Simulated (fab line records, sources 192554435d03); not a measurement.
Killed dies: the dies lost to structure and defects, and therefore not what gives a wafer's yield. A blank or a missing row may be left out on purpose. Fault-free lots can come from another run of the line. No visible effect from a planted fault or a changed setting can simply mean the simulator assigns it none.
What tool caused it?	flow n5-finfet	72 wafers from 24 lots sampled at 6 of the route's 1938 steps

## WHAT THE GAUGES READ, wafer by wafer
No reading from a measuring or inspecting step in the record can be judged against a usual standard deviation.

## EACH LOT AND THE TOOL THAT RAN IT (in order: tool; ch and the chambers of the sampled wafers; start)
lot	N5_BEOL_M1_DESCUM_33	N5_BEOL_M1_TRENCH_ETCH_37	N5_BEOL_M1_ETCH_41	N5_BEOL_M1_ANNEAL_87	N5_BEOL_M1_ANNEAL_91	N5_BEOL_M1_SPUTTER_92
L074	rie-diel-04 ch 1,2,3, day 6 06:49	rie-diel-06 ch 0,1,2, day 6 13:55 or earlier	rie-diel-06 ch 0,1,2, day 6 13:55 or earlier	pvd-sputter-01, day 6 13:55	pvd-sputter-01, day 6 14:22	pvd-sputter-01, day 6 14:30
L075	rie-diel-06 ch 0,2,3, day 6 08:31	rie-diel-06 ch 0,1,2, day 6 15:29 or earlier	rie-diel-06 ch 0,1,2, day 6 15:29 or earlier	pvd-sputter-03, day 6 15:29	pvd-sputter-03, day 6 15:55	pvd-sputter-03, day 6 16:04
L076	rie-diel-06 ch 2,3, day 6 13:55	rie-diel-05 ch 0,1,3, day 6 17:08 or earlier	rie-diel-05 ch 0,1,3, day 6 17:08 or earlier	pvd-sputter-01, day 6 17:08	pvd-sputter-01, day 6 17:35	pvd-sputter-01, day 6 17:43
L077	rie-diel-06 ch 0,1,2, day 6 22:41	rie-diel-05 ch 2,3, day 7 03:37 or earlier	rie-diel-05 ch 2,3, day 7 03:37 or earlier	pvd-sputter-02, day 7 03:37	pvd-sputter-02, day 7 04:04	pvd-sputter-02, day 7 04:12
L078	rie-diel-05 ch 0,1,2, day 7 03:04	rie-diel-06 ch 1,2,3, day 7 07:01 or earlier	rie-diel-06 ch 1,2,3, day 7 07:01 or earlier	pvd-sputter-02, day 7 07:01	pvd-sputter-02, day 7 07:28	pvd-sputter-02, day 7 07:36
L079	rie-diel-04 ch 1,2, day 7 10:10	rie-diel-04 ch 0,1,2, day 7 15:30 or earlier	rie-diel-04 ch 0,1,2, day 7 15:30 or earlier	pvd-sputter-02, day 7 15:30	pvd-sputter-02, day 7 15:56	pvd-sputter-02, day 7 16:05
L080	rie-diel-05 ch 0,1,2, day 7 10:22	rie-diel-04 ch 1,2, day 7 22:32 or earlier	rie-diel-04 ch 1,2, day 7 22:32 or earlier	pvd-sputter-03, day 7 22:32	pvd-sputter-03, day 7 22:59	pvd-sputter-03, day 7 23:07
L081	rie-diel-05 ch 0,1,2, day 7 20:22	rie-diel-06 ch 0,2,3, day 8 01:40 or earlier	rie-diel-06 ch 0,2,3, day 8 01:40 or earlier	pvd-sputter-02, day 8 01:40	pvd-sputter-02, day 8 02:06	pvd-sputter-02, day 8 02:14
L082	rie-diel-05 ch 0,1, day 8 05:21	rie-diel-04 ch 0,1,2, day 8 10:18 or earlier	rie-diel-04 ch 0,1,2, day 8 10:18 or earlier	pvd-sputter-03, day 8 10:18	pvd-sputter-03, day 8 10:44	pvd-sputter-03, day 8 10:53
L083	rie-diel-06 ch 0,3, day 8 10:40	rie-diel-04 ch 0,1,3, day 8 18:04 or earlier	rie-diel-04 ch 0,1,3, day 8 18:04 or earlier	pvd-sputter-01, day 8 18:04	pvd-sputter-01, day 8 18:31	pvd-sputter-01, day 8 18:39
L084	rie-diel-05 ch 0,1,3, day 8 12:13	rie-diel-06 ch 0,1,2, day 8 18:06 or earlier	rie-diel-06 ch 0,1,2, day 8 18:06 or earlier	pvd-sputter-03, day 8 18:06	pvd-sputter-03, day 8 18:32	pvd-sputter-03, day 8 18:41
L085	rie-diel-04 ch 0,3, day 8 18:47	rie-diel-05 ch 0,2,3, day 8 22:59 or earlier	rie-diel-05 ch 0,2,3, day 8 22:59 or earlier	pvd-sputter-01, day 8 22:59	pvd-sputter-01, day 8 23:25	pvd-sputter-01, day 8 23:34
L086	rie-diel-06 ch 1,2,3, day 9 08:40	rie-diel-05 ch 0,1,2, day 9 13:02 or earlier	rie-diel-05 ch 0,1,2, day 9 13:02 or earlier	pvd-sputter-02, day 9 13:02	pvd-sputter-02, day 9 13:29	pvd-sputter-02, day 9 13:37
L087	rie-diel-05 ch 0,1, day 9 13:09	rie-diel-05 ch 0,3, day 9 16:44 or earlier	rie-diel-05 ch 0,3, day 9 16:44 or earlier	pvd-sputter-02, day 9 16:44	pvd-sputter-02, day 9 17:11	pvd-sputter-02, day 9 17:19
L088	rie-diel-05 ch 0,1,3, day 9 13:33	rie-diel-05 ch 0,2, day 9 17:46 or earlier	rie-diel-05 ch 0,2, day 9 17:46 or earlier	pvd-sputter-01, day 9 17:46	pvd-sputter-01, day 9 18:13	pvd-sputter-01, day 9 18:21
L089	rie-diel-05 ch 1,3, day 9 18:25	rie-diel-05 ch 0,3, day 10 02:46 or earlier	rie-diel-05 ch 0,3, day 10 02:46 or earlier	pvd-sputter-01, day 10 02:46	pvd-sputter-01, day 10 03:13	pvd-sputter-01, day 10 03:21
L090	rie-diel-06 ch 0,3, day 10 01:38	rie-diel-06 ch 0,2,3, day 10 07:42 or earlier	rie-diel-06 ch 0,2,3, day 10 07:42 or earlier	pvd-sputter-03, day 10 07:42	pvd-sputter-03, day 10 08:08	pvd-sputter-03, day 10 08:17
L091	rie-diel-04 ch 2,3, day 10 13:46	rie-diel-04 ch 0,1,3, day 10 16:59 or earlier	rie-diel-04 ch 0,1,3, day 10 16:59 or earlier	pvd-sputter-01, day 10 16:59	pvd-sputter-01, day 10 17:26	pvd-sputter-01, day 10 17:34
L092	rie-diel-04 ch 0,1,3, day 10 17:29	rie-diel-06 ch 1,2,3, day 10 22:09 or earlier	rie-diel-06 ch 1,2,3, day 10 22:09 or earlier	pvd-sputter-03, day 10 22:09	pvd-sputter-03, day 10 22:35	pvd-sputter-03, day 10 22:44
L093	rie-diel-06 ch 0,1,2, day 11 06:50	rie-diel-04 ch 0,1,3, day 11 10:33 or earlier	rie-diel-04 ch 0,1,3, day 11 10:33 or earlier	pvd-sputter-01, day 11 10:33	pvd-sputter-01, day 11 10:59	pvd-sputter-01, day 11 11:08
L094	rie-diel-06 ch 2,3, day 11 07:05	rie-diel-06 ch 0,1, day 11 10:35 or earlier	rie-diel-06 ch 0,1, day 11 10:35 or earlier	pvd-sputter-03, day 11 10:35	pvd-sputter-03, day 11 11:02	pvd-sputter-03, day 11 11:10
L095	rie-diel-06 ch 0,1, day 11 13:46	rie-diel-05 ch 0,2, day 11 18:59 or earlier	rie-diel-05 ch 0,2, day 11 18:59 or earlier	pvd-sputter-01, day 11 18:59	pvd-sputter-01, day 11 19:25	pvd-sputter-01, day 11 19:34
L096	rie-diel-06 ch 1,2,3, day 11 14:18	rie-diel-05 ch 0,1,3, day 11 20:49 or earlier	rie-diel-05 ch 0,1,3, day 11 20:49 or earlier	pvd-sputter-01, day 11 20:49	pvd-sputter-01, day 11 21:16	pvd-sputter-01, day 11 21:24
L097	rie-diel-04 ch 0,3, day 11 22:29	rie-diel-04 ch 0,2,3, day 12 04:28 or earlier	rie-diel-04 ch 0,2,3, day 12 04:28 or earlier	pvd-sputter-01, day 12 04:28	pvd-sputter-01, day 12 04:54	pvd-sputter-01, day 12 05:02
- N5_BEOL_M1_DESCUM_33: chemistry O2, time 7 s.
- N5_BEOL_M1_TRENCH_ETCH_37: etches SiOC in C4F6/O2, target depth 55.207 nm, time 29 s.
- N5_BEOL_M1_ETCH_41: etches SiCN in CH3F/O2, target depth 31.9 nm, time 57.8 s.
- N5_BEOL_M1_ANNEAL_87: time 240 s.
- N5_BEOL_M1_ANNEAL_91: time 240 s.
- N5_BEOL_M1_SPUTTER_92: material Cu, target thk 4.5 nm, time 8.29 s.

## WHAT THE TOOLS THEMSELVES READ (means of the sampled wafers that have a number; where no wafer has one, the mark that the record gives instead)
N5_BEOL_M1_DESCUM_33. Usual: drypump-motor-current-A 5.4 A, standard deviation 0.45; o2-flow-sccm 225.1 sccm, standard deviation 0.69; oes-product-au 0.81 a.u., standard deviation 0.086; rf-vpp-V 243.1 V, standard deviation 1.2; showerhead-plenum-p-Torr 2.08 Torr, standard deviation 0.063; throttle-valve-pct 20.5 %, standard deviation 0.33.
lot	tool	drypump-motor-current-A (A)	o2-flow-sccm (sccm)	oes-product-au (a.u.)	rf-vpp-V (V)	showerhead-plenum-p-Torr (Torr)	throttle-valve-pct (%)	flag
L074	rie-diel-04	5.1	225.4	0.78	243.3	2.10	20.6	
L075	rie-diel-06	5.2	225.0	0.80	243.1	2.05	20.5	
L076	rie-diel-06	5.3	225.6	0.82	241.8	2.01	20.4	
L077	rie-diel-06	5.6	225.0	0.80	242.8	2.11	20.6	
L078	rie-diel-05	5.6	225.2	0.83	243.5	2.09	20.5	
L079	rie-diel-04	5.3	224.6	0.79	243.1	2.11	20.7	
L080	rie-diel-05	5.6	224.9	0.82	243.4	2.09	20.5	
L081	rie-diel-05	5.6	225.7	0.81	241.6	2.09	20.5	
L082	rie-diel-05	5.4	224.4	0.80	242.9	2.05	20.6	
L083	rie-diel-06	5.0	225.2	0.75	243.0	2.08	20.6	
L084	rie-diel-05	5.5	225.0	0.75	243.4	2.09	20.5	
L085	rie-diel-04	5.1	225.1	0.98	241.9	2.06	20.2	
L086	rie-diel-06	5.6	225.6	0.84	242.8	2.07	20.2	
L087	rie-diel-05	5.6	224.7	0.79	243.3	2.08	20.6	
L088	rie-diel-05	5.5	225.4	0.75	243.0	2.09	20.5	
L089	rie-diel-05	5.8	225.3	0.76	243.9	2.12	20.5	
L090	rie-diel-06	4.9	224.9	0.81	242.6	2.04	20.3	
L091	rie-diel-04	5.1	225.0	0.89	243.4	2.11	20.4	
L092	rie-diel-04	5.2	224.7	0.85	241.9	2.06	20.5	
L093	rie-diel-06	5.6	224.8	0.76	243.5	2.10	20.7	
L094	rie-diel-06	5.1	225.6	0.82	242.9	2.01	20.2	
L095	rie-diel-06	5.9	225.1	0.79	244.5	2.17	20.5	
L096	rie-diel-06	5.6	224.5	0.83	242.6	2.07	20.2	
L097	rie-diel-04	5.1	225.1	0.91	242.6	2.05	20.3	

N5_BEOL_M1_TRENCH_ETCH_37. Usual: drypump-motor-current-A 5.5 A, standard deviation 0.41; oes-product-au 0.80 a.u., standard deviation 0.086; rf-vpp-V 668 V, standard deviation 18; showerhead-plenum-p-Torr 2.84 Torr, standard deviation 0.084; throttle-valve-pct 20.92 %, standard deviation 0.25.
lot	tool	drypump-motor-current-A (A)	oes-product-au (a.u.)	rf-vpp-V (V)	showerhead-plenum-p-Torr (Torr)	throttle-valve-pct (%)	flag
L074	rie-diel-06	5.6	0.79	676	2.86	20.98	
L075	rie-diel-06	5.6	0.80	677	2.86	20.98	
L076	rie-diel-05	5.5	0.77	670	2.85	20.95	
L077	rie-diel-05	5.7	0.75	676	2.94	20.98	
L078	rie-diel-06	5.6	0.85	669	2.85	20.76	
L079	rie-diel-04	5.4	0.86	674	2.84	20.98	
L080	rie-diel-04	5.3	0.78	676	2.86	21.09	
L081	rie-diel-06	5.1	0.78	664	2.78	20.96	
L082	rie-diel-04	5.4	0.84	674	2.83	20.98	
L083	rie-diel-04	5.2	0.88	662	2.81	20.90	
L084	rie-diel-06	5.6	0.78	675	2.86	21.00	
L085	rie-diel-05	5.5	0.76	672	2.86	20.95	
L086	rie-diel-05	5.6	0.80	653	2.81	20.81	
L087	rie-diel-05	5.3	0.73	682	2.82	21.08	
L088	rie-diel-05	5.6	0.80	655	2.82	20.79	
L089	rie-diel-05	5.5	0.70	687	2.89	21.14	
L090	rie-diel-06	5.1	0.76	662	2.78	20.98	
L091	rie-diel-04	5.3	0.86	661	2.80	20.92	
L092	rie-diel-06	5.6	0.82	667	2.84	20.79	
L093	rie-diel-04	5.3	0.84	661	2.80	20.92	
L094	rie-diel-06	5.9	0.78	676	2.93	20.83	
L095	rie-diel-05	5.3	0.77	666	2.77	20.93	
L096	rie-diel-05	5.5	0.74	669	2.84	21.00	
L097	rie-diel-04	5.2	0.88	669	2.82	20.83	

N5_BEOL_M1_ETCH_41. Usual: drypump-motor-current-A 5.5 A, standard deviation 0.41; oes-product-au 0.80 a.u., standard deviation 0.086; rf-vpp-V 297.4 V, standard deviation 1.5; showerhead-plenum-p-Torr 2.00 Torr, standard deviation 0.06; throttle-valve-pct 16.38 %, standard deviation 0.25.
lot	tool	drypump-motor-current-A (A)	oes-product-au (a.u.)	rf-vpp-V (V)	showerhead-plenum-p-Torr (Torr)	throttle-valve-pct (%)	flag
L074	rie-diel-06	5.6	0.80	297.4	2.01	16.43	
L075	rie-diel-06	5.6	0.80	297.3	2.01	16.45	
L076	rie-diel-05	5.5	0.77	297.6	2.01	16.41	
L077	rie-diel-05	5.7	0.74	299.1	2.07	16.43	
L078	rie-diel-06	5.6	0.85	297.4	2.00	16.19	
L079	rie-diel-04	5.4	0.86	296.7	2.00	16.42	
L080	rie-diel-04	5.3	0.77	298.3	2.01	16.54	
L081	rie-diel-06	5.1	0.78	296.8	1.96	16.41	
L082	rie-diel-04	5.4	0.84	297.2	2.00	16.42	
L083	rie-diel-04	5.3	0.87	296.1	1.97	16.33	
L084	rie-diel-06	5.6	0.78	297.6	2.01	16.47	
L085	rie-diel-05	5.5	0.76	297.8	2.01	16.41	
L086	rie-diel-05	5.6	0.80	297.7	1.98	16.29	
L087	rie-diel-05	5.3	0.73	296.7	1.97	16.51	
L088	rie-diel-05	5.6	0.80	298.1	1.98	16.28	
L089	rie-diel-05	5.5	0.70	297.9	2.03	16.55	
L090	rie-diel-06	5.1	0.76	296.3	1.95	16.45	
L091	rie-diel-04	5.3	0.84	296.7	1.97	16.34	
L092	rie-diel-06	5.6	0.82	298.2	1.99	16.24	
L093	rie-diel-04	5.3	0.84	296.9	1.97	16.35	
L094	rie-diel-06	5.8	0.79	298.4	2.06	16.33	
L095	rie-diel-05	5.3	0.77	296.8	1.94	16.41	
L096	rie-diel-05	5.5	0.74	297.7	2.00	16.47	
L097	rie-diel-04	5.2	0.88	296.9	1.99	16.23	

N5_BEOL_M1_ANNEAL_87. Usual: heater-power-w reads 820 W (standard deviation 80).
lot	tool	heater-power-w (W)	flag
L074	pvd-sputter-01	819	
L075	pvd-sputter-03	887	
L076	pvd-sputter-01	872	
L077	pvd-sputter-02	818	
L078	pvd-sputter-02	777	
L079	pvd-sputter-02	734	
L080	pvd-sputter-03	814	
L081	pvd-sputter-02	737	
L082	pvd-sputter-03	873	
L083	pvd-sputter-01	918	
L084	pvd-sputter-03	884	
L085	pvd-sputter-01	835	
L086	pvd-sputter-02	729	
L087	pvd-sputter-02	741	
L088	pvd-sputter-01	743	
L089	pvd-sputter-01	766	
L090	pvd-sputter-03	881	
L091	pvd-sputter-01	810	
L092	pvd-sputter-03	879	
L093	pvd-sputter-01	805	
L094	pvd-sputter-03	828	
L095	pvd-sputter-01	841	
L096	pvd-sputter-01	874	
L097	pvd-sputter-01	757	

N5_BEOL_M1_ANNEAL_91. Usual: heater-power-w reads 820 W (standard deviation 80).
lot	tool	heater-power-w (W)	flag
L074	pvd-sputter-01	819	
L075	pvd-sputter-03	883	
L076	pvd-sputter-01	863	
L077	pvd-sputter-02	829	
L078	pvd-sputter-02	777	
L079	pvd-sputter-02	740	
L080	pvd-sputter-03	803	
L081	pvd-sputter-02	743	
L082	pvd-sputter-03	869	
L083	pvd-sputter-01	915	
L084	pvd-sputter-03	886	
L085	pvd-sputter-01	851	
L086	pvd-sputter-02	714	
L087	pvd-sputter-02	738	
L088	pvd-sputter-01	747	
L089	pvd-sputter-01	774	
L090	pvd-sputter-03	870	
L091	pvd-sputter-01	800	
L092	pvd-sputter-03	883	
L093	pvd-sputter-01	792	
L094	pvd-sputter-03	854	
L095	pvd-sputter-01	831	
L096	pvd-sputter-01	861	
L097	pvd-sputter-01	779	

N5_BEOL_M1_SPUTTER_92. Usual: chuck-gas-flow-sccm 1.26 sccm, standard deviation 0.049; throttle-valve-pct 30.0 %, standard deviation 0.95.
lot	tool	chuck-gas-flow-sccm (sccm)	throttle-valve-pct (%)	flag
L074	pvd-sputter-01	1.29	29.3	
L075	pvd-sputter-03	1.24	30.1	
L076	pvd-sputter-01	1.26	29.3	
L077	pvd-sputter-02	1.26	29.9	
L078	pvd-sputter-02	1.30	30.7	
L079	pvd-sputter-02	1.31	30.6	
L080	pvd-sputter-03	1.26	30.9	
L081	pvd-sputter-02	1.27	31.2	
L082	pvd-sputter-03	1.25	30.9	
L083	pvd-sputter-01	1.29	29.0	
L084	pvd-sputter-03	1.23	30.8	
L085	pvd-sputter-01	1.28	29.5	
L086	pvd-sputter-02	1.26	29.8	
L087	pvd-sputter-02	1.25	31.5	
L088	pvd-sputter-01	1.26	30.0	
L089	pvd-sputter-01	1.28	29.5	
L090	pvd-sputter-03	1.27	30.7	
L091	pvd-sputter-01	1.22	29.9	
L092	pvd-sputter-03	1.26	30.7	
L093	pvd-sputter-01	1.25	30.0	
L094	pvd-sputter-03	1.22	30.6	
L095	pvd-sputter-01	1.30	29.7	
L096	pvd-sputter-01	1.27	29.1	
L097	pvd-sputter-01	1.28	30.0	

## THE ANSWER, worked out from the rows above alone
Rule: lot off if the mean of its wafers having a number is beyond 3 standard deviations from the usual mean. A lot without any number at a reading at which 4 lots or more have one is off too. Any other lot the step has rows for is counted as sound. The gauges are gone through in route order, then the tools' own readings, and for those a lot's mean is taken as printed above. At the first step where some lot is off, the reading lying furthest off is the one used; lots without a number count as furthest.
None of the lots is off at any reading shown; this tells nothing.

## WHAT THE SIMULATOR HAD PUT IN
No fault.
